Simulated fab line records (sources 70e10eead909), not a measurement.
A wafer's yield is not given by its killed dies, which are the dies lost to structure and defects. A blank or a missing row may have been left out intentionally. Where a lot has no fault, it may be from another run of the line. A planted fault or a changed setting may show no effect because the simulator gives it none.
Chamber matching    flow nand-harc    pecvd-02 running NHARC_A_STAIRCASE_DEP_471: 3 sister chambers
The step deposits SiO2, target thk 100 nm. 3 wafers are shown with their chamber, then 10 later ones without.

WAFERS, EACH WITH ITS CHAMBER
wafer   chamber  throttle-valve-pct (%)
L086.1  2        15.7
L089.1  1        15.3
L089.3  0        17.2

WAFERS WHOSE CHAMBER IS MISSING
wafer   throttle-valve-pct (%)
L089.4  16.9
L093.1  15.8
L093.3  15.7
L093.6  15.9
L097.1  17.2
L097.4  15.8
L097.6  16.9
L096.1  16.8
L096.3  15.9
L096.5  16.0

CHAMBER TAKEN BY EACH
wafer   from the rows above      in truth
L089.4  0                        0
L093.1  can't be placed: 2 or 1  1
L093.3  can't be placed: 2 or 1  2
L093.6  can't be placed: 2 or 1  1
L097.1  0                        0
L097.4  can't be placed: 2 or 1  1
L097.6  0                        0
L096.1  0                        0
L096.3  can't be placed: 2 or 1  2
L096.5  can't be placed: 2 or 1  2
Correctly placed: 4 of 10. Can't be placed from these rows: 6 (the true chamber is among the candidates in 6). Wrongly placed: 0.
How it was worked out, from the rows above alone: a wafer's distance from a chamber is the root of the sum, over the readings, of the square of ((its reading less the chamber's mean) divided by the reading's scatter). If the next closest chamber is less than 2 further off than the closest, the wafer can't be placed; otherwise it belongs to the closest. For every chamber, the mean is computed from those of its wafers that are shown. The scatter: with one shown wafer a chamber, the root of the mean of the squares of how far each hidden wafer lies from its nearest shown one.
